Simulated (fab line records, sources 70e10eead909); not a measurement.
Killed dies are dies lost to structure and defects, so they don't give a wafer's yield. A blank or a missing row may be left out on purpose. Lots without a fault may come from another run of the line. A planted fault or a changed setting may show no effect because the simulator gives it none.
Which tool did it? | flow nand_harc | 10 lots, 28 wafers sampled, at 9 steps of a route of 1302

WHAT THE GAUGES READ, wafer by wafer
NHARC_A_ONON_D2_THK_MEAS_21: measures by ellipsometry. Usual: thk_nm 1001 nm, standard deviation 8.6.
lot  | measured     | on            | thk_nm (nm)    | flag
L816 | day 12 11:01 | film_metro-01 | 999 999 1001   |
L820 | day 14 15:18 | film_metro-02 | 989 989 991    |
L822 | day 14 22:47 | film_metro-01 | 990 992 989    |
L821 | day 14 22:49 | film_metro-02 | 1007 1007 1006 |
L825 | day 16 09:55 | film_metro-02 | 997 996 998    |
L830 | day 19 01:14 | film_metro-02 | 1001 1001 1001 |
L833 | day 19 14:50 | film_metro-02 | 1007 1009 1009 |
L834 | day 20 02:16 | film_metro-01 | 999 998        |
L836 | day 21 03:24 | film_metro-01 | 1013 1015      |
L839 | day 22 02:02 | film_metro-01 | 987 987 987    |

NHARC_A_ONON_D2_THK_MEAS_24: measures by ellipsometry. Usual: thk_nm 998 nm, standard deviation 10.
lot  | measured     | on            | thk_nm (nm)    | flag
L816 | day 12 11:35 | film_metro-01 | 989 987 989    |
L820 | day 14 15:52 | film_metro-02 | 1007 1005 1007 |
L822 | day 14 23:21 | film_metro-02 | 1010 1011 1009 |
L821 | day 14 23:23 | film_metro-01 | 986 986 987    |
L825 | day 16 10:29 | film_metro-02 | 1008 1008 1009 |
L830 | day 19 01:49 | film_metro-02 | 984 983 984    |
L833 | day 19 15:25 | film_metro-02 | 982 982 982    |
L834 | day 20 02:50 | film_metro-02 | 993 992        |
L836 | day 21 03:58 | film_metro-02 | 1001 1000      |
L839 | day 22 02:36 | film_metro-02 | 1008 1008 1006 |

NHARC_A_CHANNEL_HOLE_D2_CD_MEAS_10: target cd 100 nm. Usual: cd_nm 100.1 nm, standard deviation 0.4.
lot  | measured     | on        | cd_nm (nm)        | flag
L816 | day 12 15:57 | cd_sem-03 | 100.0 100.1 100.5 |
L820 | day 14 22:47 | cd_sem-03 | 100.4 100.5 100.0 |
L822 | day 15 03:46 | cd_sem-01 | 100.3 100.1 100.5 |
L821 | day 15 04:43 | cd_sem-03 | 100.3 99.5 99.7   |
L825 | day 16 18:24 | cd_sem-03 | 100.1 99.6 100.6  |
L830 | day 19 09:49 | cd_sem-02 | 101.0 100.5 100.9 |
L833 | day 19 21:02 | cd_sem-01 | 113.6 113.3 100.0 | OFF
L834 | day 20 09:28 | cd_sem-02 | 113.2 100.0       | OFF
L836 | day 21 10:17 | cd_sem-03 | 114.0 100.7       | OFF
L839 | day 22 07:09 | cd_sem-02 | 100.1 99.3 99.8   |

NHARC_A_CHANNEL_HOLE_D2_CD_MEAS_31. Usual: cd_nm 89.9 nm, standard deviation 1.1.
lot  | measured     | on        | cd_nm (nm)       | flag
L816 | day 12 23:03 | cd_sem-02 | 90.9 89.4 90.9   |
L820 | day 15 07:58 | cd_sem-02 | 91.1 88.8 90.8   |
L822 | day 15 12:21 | cd_sem-03 | 90.6 90.3 90.4   |
L821 | day 15 13:17 | cd_sem-01 | 90.2 88.2 89.5   |
L825 | day 17 03:10 | cd_sem-01 | 89.1 90.6 90.4   |
L830 | day 19 16:42 | cd_sem-02 | 90.0 90.9 89.4   |
L833 | day 20 03:57 | cd_sem-01 | 104.2 103.7 89.2 | OFF
L834 | day 20 16:20 | cd_sem-01 | 102.7 89.8       | OFF
L836 | day 21 17:11 | cd_sem-03 | 103.0 89.5       | OFF
L839 | day 22 14:02 | cd_sem-02 | 90.6 88.2 88.0   |

NHARC_END_WLT_00. Usual: VT_DECK1_BOTTOM 0.871, standard deviation 0.0068; VT_DECK1_BOTTOM_INNER 0.871, standard deviation 0.006; VT_DECK1_MEDIAN_NEAR_BOTTOM 0.872, standard deviation 0.0066; VT_DECK1_MEDIAN_NEAR_BOTTOM_INNER 0.873, standard deviation 0.0063; VT_DECK1_MIDDLE 0.885, standard deviation 0.0069; VT_DECK1_MIDDLE_INNER 0.885, standard deviation 0.0069; VT_DECK1_TOP 0.896, standard deviation 0.0068; VT_DECK1_TOP_INNER 0.896, standard deviation 0.0074; VT_DECK2_BOTTOM 0.869, standard deviation 0.007; VT_DECK2_BOTTOM_INNER 0.870, standard deviation 0.0073; VT_DECK2_MEDIAN_NEAR_BOTTOM 0.871, standard deviation 0.0071; VT_DECK2_MEDIAN_NEAR_BOTTOM_INNER 0.870, standard deviation 0.0069; VT_DECK2_MIDDLE 0.883, standard deviation 0.0062; VT_DECK2_MIDDLE_INNER 0.883, standard deviation 0.0064; VT_DECK2_TOP 0.894, standard deviation 0.007; VT_DECK2_TOP_INNER 0.894, standard deviation 0.0062.
lot  | measured     | on        | VT_DECK1_BOTTOM   | VT_DECK1_BOTTOM_INNER | VT_DECK1_MEDIAN_NEAR_BOTTOM | VT_DECK1_MEDIAN_NEAR_BOTTOM_INNER | VT_DECK1_MIDDLE   | VT_DECK1_MIDDLE_INNER | VT_DECK1_TOP      | VT_DECK1_TOP_INNER | VT_DECK2_BOTTOM   | VT_DECK2_BOTTOM_INNER | VT_DECK2_MEDIAN_NEAR_BOTTOM | VT_DECK2_MEDIAN_NEAR_BOTTOM_INNER | VT_DECK2_MIDDLE   | VT_DECK2_MIDDLE_INNER | VT_DECK2_TOP      | VT_DECK2_TOP_INNER | flag
L816 | day 23 02:56 | prober-02 | 0.877 0.874 0.872 | 0.871 0.864 0.875     | 0.877 0.870 0.872           | 0.878 0.880 0.873                 | 0.894 0.887 0.893 | 0.888 0.891 0.886     | 0.899 0.902 0.898 | 0.896 0.898 0.915  | 0.873 0.868 0.874 | 0.880 0.877 0.873     | 0.876 0.875 0.867           | 0.879 0.870 0.869                 | 0.890 0.889 0.886 | 0.886 0.886 0.888     | 0.890 0.898 0.897 | 0.894 0.896 0.897  |
L820 | day 26 07:26 | prober-01 | 0.873 0.874 0.870 | 0.876 0.877 0.862     | 0.867 0.875 0.882           | 0.871 0.875 0.868                 | 0.890 0.885 0.884 | 0.890 0.885 0.883     | 0.894 0.892 0.902 | 0.899 0.896 0.900  | 0.871 0.870 0.876 | 0.875 0.861 0.867     | 0.885 0.860 0.882           | 0.878 0.875 0.877                 | 0.885 0.887 0.888 | 0.891 0.887 0.881     | 0.899 0.897 0.893 | 0.902 0.894 0.905  |
L822 | day 26 16:26 | prober-01 | 0.875 0.872 0.874 | 0.869 0.866 0.865     | 0.876 0.866 0.863           | 0.871 0.870 0.864                 | 0.887 0.884 0.877 | 0.878 0.883 0.882     | 0.891 0.885 0.896 | 0.884 0.893 0.901  | 0.872 0.871 0.873 | 0.878 0.876 0.874     | 0.882 0.878 0.875           | 0.874 0.881 0.875                 | 0.894 0.882 0.890 | 0.883 0.897 0.891     | 0.901 0.904 0.904 | 0.904 0.901 0.899  |
L821 | day 26 07:27 | prober-02 | 0.863 0.864 0.861 | 0.866 0.861 0.875     | 0.858 0.867 0.871           | 0.864 0.872 0.869                 | 0.883 0.886 0.876 | 0.873 0.882 0.875     | 0.887 0.890 0.883 | 0.883 0.886 0.885  | 0.861 0.864 0.863 | 0.858 0.855 0.858     | 0.862 0.864 0.862           | 0.863 0.857 0.856                 | 0.877 0.868 0.872 | 0.872 0.877 0.877     | 0.888 0.881 0.883 | 0.889 0.881 0.885  |
L825 | day 27 21:14 | prober-02 | 0.880 0.881 0.883 | 0.874 0.873 0.875     | 0.879 0.872 0.880           | 0.879 0.873 0.880                 | 0.882 0.887 0.895 | 0.890 0.892 0.885     | 0.913 0.898 0.900 | 0.902 0.909 0.908  | 0.859 0.872 0.855 | 0.868 0.877 0.865     | 0.865 0.868 0.874           | 0.863 0.871 0.878                 | 0.873 0.882 0.891 | 0.878 0.882 0.884     | 0.884 0.896 0.890 | 0.889 0.891 0.896  |
L830 | day 30 12:05 | prober-01 | 0.864 0.852 0.864 | 0.867 0.869 0.866     | 0.871 0.865 0.866           | 0.874 0.863 0.863                 | 0.879 0.873 0.883 | 0.882 0.881 0.870     | 0.892 0.887 0.885 | 0.890 0.891 0.900  | 0.863 0.866 0.857 | 0.862 0.861 0.859     | 0.865 0.859 0.855           | 0.864 0.856 0.860                 | 0.868 0.879 0.872 | 0.875 0.877 0.869     | 0.888 0.876 0.885 | 0.888 0.901 0.884  |
L833 | day 30 22:58 | prober-01 | 0.881 0.883 0.879 | 0.867 0.880 0.882     | 0.873 0.878 0.870           | 0.873 0.872 0.881                 | 0.891 0.884 0.886 | 0.896 0.885 0.883     | 0.904 0.904 0.899 | 0.889 0.902 0.905  | 0.913 0.913 0.879 | 0.916 0.914 0.874     | 0.917 0.910 0.872           | 0.912 0.918 0.876                 | 0.922 0.920 0.889 | 0.927 0.916 0.892     | 0.940 0.933 0.911 | 0.928 0.932 0.902  | OFF
L834 | day 31 07:14 | prober-02 | 0.870 0.868       | 0.874 0.868           | 0.882 0.872                 | 0.868 0.877                       | 0.889 0.886       | 0.884 0.883           | 0.902 0.899       | 0.893 0.896        | 0.907 0.876       | 0.905 0.869           | 0.907 0.874                 | 0.913 0.875                       | 0.914 0.887       | 0.918 0.886           | 0.926 0.899       | 0.930 0.894        | OFF
L836 | day 32 01:39 | prober-02 | 0.883 0.884       | 0.870 0.881           | 0.882 0.881                 | 0.875 0.879                       | 0.895 0.891       | 0.892 0.896           | 0.901 0.901       | 0.909 0.903        | 0.907 0.882       | 0.906 0.882           | 0.905 0.880                 | 0.910 0.872                       | 0.915 0.892       | 0.914 0.885           | 0.936 0.899       | 0.923 0.893        | OFF
L839 | day 33 09:46 | prober-01 | 0.867 0.876 0.876 | 0.871 0.870 0.874     | 0.876 0.879 0.872           | 0.872 0.870 0.883                 | 0.887 0.888 0.889 | 0.881 0.886 0.887     | 0.891 0.894 0.890 | 0.897 0.894 0.896  | 0.877 0.857 0.869 | 0.874 0.864 0.866     | 0.877 0.868 0.866           | 0.876 0.862 0.866                 | 0.896 0.892 0.886 | 0.883 0.888 0.892     | 0.896 0.897 0.895 | 0.898 0.894 0.892  |

NHARC_END_SORT_01. Usual: killed_at_array 56, standard deviation 20; killed_at_other 1, standard deviation 1.3; killed_at_periphery 3.5, standard deviation 2.7; killed_dies 60, standard deviation 20; killed_open 3.3, standard deviation 1.6; killed_short 2.4, standard deviation 1.5.
lot  | measured     | on        | killed_at_array | killed_at_other | killed_at_periphery | killed_dies | killed_open | killed_short | flag
L833 | day 31 01:58 | prober-01 | 112 120 45      | 1 0 2           | 1 1 4               | 114 121 51  | 3 2 2       | 2 5 3        |
L834 | day 31 10:31 | prober-02 | 33 27           | 0 0             | 1 4                 | 34 31       | 2 4         | 1 2          |
L836 | day 32 04:37 | prober-02 | 133 32          | 3 0             | 5 8                 | 141 40      | 4 2         | 3 0          |

WHICH TOOL RAN EACH LOT (tool, then ch and the chambers of the sampled wafers, then the start)
lot  | NHARC_A_CHANNEL_HOLE_D2_DEP_00 | NHARC_A_CHANNEL_HOLE_D2_PEB_08    | NHARC_A_CHANNEL_HOLE_D2_XSEM_32
L816 | acl_dep-03 ch 0, day 12 13:26  | litho_track-04 ch 0, day 12 15:52 | xsem-02 ch 0, day 12 23:08
L820 | acl_dep-03 ch 0, day 14 20:08  | litho_track-06 ch 0, day 14 22:43 | xsem-02 ch 0, day 15 08:03
L822 | acl_dep-02 ch 0, day 15 01:25  | litho_track-01 ch 0, day 15 03:41 | xsem-02 ch 0, day 15 12:26
L821 | acl_dep-03 ch 0, day 15 02:04  | litho_track-04 ch 0, day 15 04:38 | xsem-01 ch 0, day 15 13:22
L825 | acl_dep-02 ch 0, day 16 16:22  | litho_track-01 ch 0, day 16 18:19 | xsem-02 ch 0, day 17 03:15
L830 | acl_dep-01 ch 0, day 19 07:10  | litho_track-04 ch 0, day 19 09:44 | xsem-01 ch 0, day 19 16:47
L833 | acl_dep-03 ch 0, day 19 18:17  | litho_track-04 ch 0, day 19 20:58 | xsem-02 ch 0, day 20 04:02
L834 | acl_dep-02 ch 0, day 20 07:09  | litho_track-04 ch 0, day 20 09:23 | xsem-01 ch 0, day 20 16:25
L836 | acl_dep-01 ch 0, day 21 07:40  | litho_track-04 ch 0, day 21 10:13 | xsem-01 ch 0, day 21 17:17
L839 | acl_dep-02 ch 0, day 22 04:47  | litho_track-06 ch 0, day 22 07:04 | xsem-02 ch 0, day 22 14:08
- NHARC_A_CHANNEL_HOLE_D2_DEP_00: deposits aC, target thk 3100 nm.
- NHARC_A_CHANNEL_HOLE_D2_PEB_08: peb time 65 s.
- NHARC_A_CHANNEL_HOLE_D2_XSEM_32

WHAT THE TOOLS THEMSELVES READ (means of the sampled wafers that have a number; where no wafer has one, the mark that the record gives instead)
NHARC_A_CHANNEL_HOLE_D2_DEP_00. Usual: throttle_valve_pct 35.000 %, standard deviation 0.0093.
lot  | tool       | throttle_valve_pct (%) | flag
L816 | acl_dep-03 | 35.002                 |
L820 | acl_dep-03 | 34.994                 |
L822 | acl_dep-02 | 35.003                 |
L821 | acl_dep-03 | 34.994                 |
L825 | acl_dep-02 | 34.987                 |
L830 | acl_dep-01 | 35.011                 |
L833 | acl_dep-03 | 35.010                 |
L834 | acl_dep-02 | 35.002                 |
L836 | acl_dep-01 | 34.996                 |
L839 | acl_dep-02 | 34.998                 |

NHARC_A_CHANNEL_HOLE_D2_PEB_08. Usual: heater_power_total_W 156.7 W, standard deviation 0.41.
lot  | tool           | heater_power_total_W (W) | flag
L816 | litho_track-04 | 156.7                    |
L820 | litho_track-06 | 156.2                    |
L822 | litho_track-01 | 156.6                    |
L821 | litho_track-04 | 156.8                    |
L825 | litho_track-01 | 156.4                    |
L830 | litho_track-04 | 156.6                    |
L833 | litho_track-04 | 156.6                    |
L834 | litho_track-04 | 157.1                    |
L836 | litho_track-04 | 157.0                    |
L839 | litho_track-06 | 157.0                    |

NHARC_A_CHANNEL_HOLE_D2_XSEM_32. Usual: bot_cd_nm 74.3 nm, standard deviation 1.1; bow_nm 8.58 nm, standard deviation 0.29; tilt_deg 0.06 degrees, standard deviation 0.033.
lot  | tool    | bot_cd_nm (nm) | bow_nm (nm) | tilt_deg (degrees) | flag
L816 | xsem-02 | 74.1           | 8.76        | 0.07               |
L820 | xsem-02 | 74.7           | 8.37        | 0.04               |
L822 | xsem-02 | 74.7           | 8.57        | 0.10               |
L821 | xsem-01 | 73.6           | 8.80        | 0.08               |
L825 | xsem-02 | 74.3           | 8.22        | 0.04               |
L830 | xsem-01 | 73.3           | 8.64        | 0.07               |
L833 | xsem-02 | 83.0           | 9.16        | 0.10               | OFF
L834 | xsem-01 | 81.5           | 8.19        | 0.10               | OFF
L836 | xsem-01 | 81.3           | 8.77        | 0.03               | OFF
L839 | xsem-02 | 74.2           | 8.38        | 0.09               |

THE ANSWER, worked out from the rows above alone
Rule: a lot is off if the mean of its wafers that have a number lies more than 3 standard deviations from the usual mean. A lot without any number at a reading at which 4 lots or more have one is off too. The other lots that the step has rows for count as sound. The gauges are gone through in route order, then the tools' own readings, and for those a lot's mean is taken as printed above. The first step at which some lot is off is used, and at that step the reading that is off furthest; a lot without a number counts as furthest.
Off: L833, L834, L836, at NHARC_A_CHANNEL_HOLE_D2_CD_MEAS_10 (cd_nm).
A tool fits if, at a process step before that reading, it ran every lot that is off, and no sound lot after the first of them. The gauges at NHARC_A_CHANNEL_HOLE_D2_CD_MEAS_10 aren't tried: what is off there is off at NHARC_END_WLT_00 too, on other tools, and a gauge's error can't cause that. One fits: litho_track-04 at NHARC_A_CHANNEL_HOLE_D2_PEB_08. Its last sound lot is L830 (day 19 09:44), its first lot that is off L833 (day 19 20:58): a fault that began between those two fits.

WHAT THE SIMULATOR HAD PUT IN
Process parameter drift: litho_track-04, from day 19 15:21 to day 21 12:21, at NHARC_A_CHANNEL_HOLE_D2_PEB_08. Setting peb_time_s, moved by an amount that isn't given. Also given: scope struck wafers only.
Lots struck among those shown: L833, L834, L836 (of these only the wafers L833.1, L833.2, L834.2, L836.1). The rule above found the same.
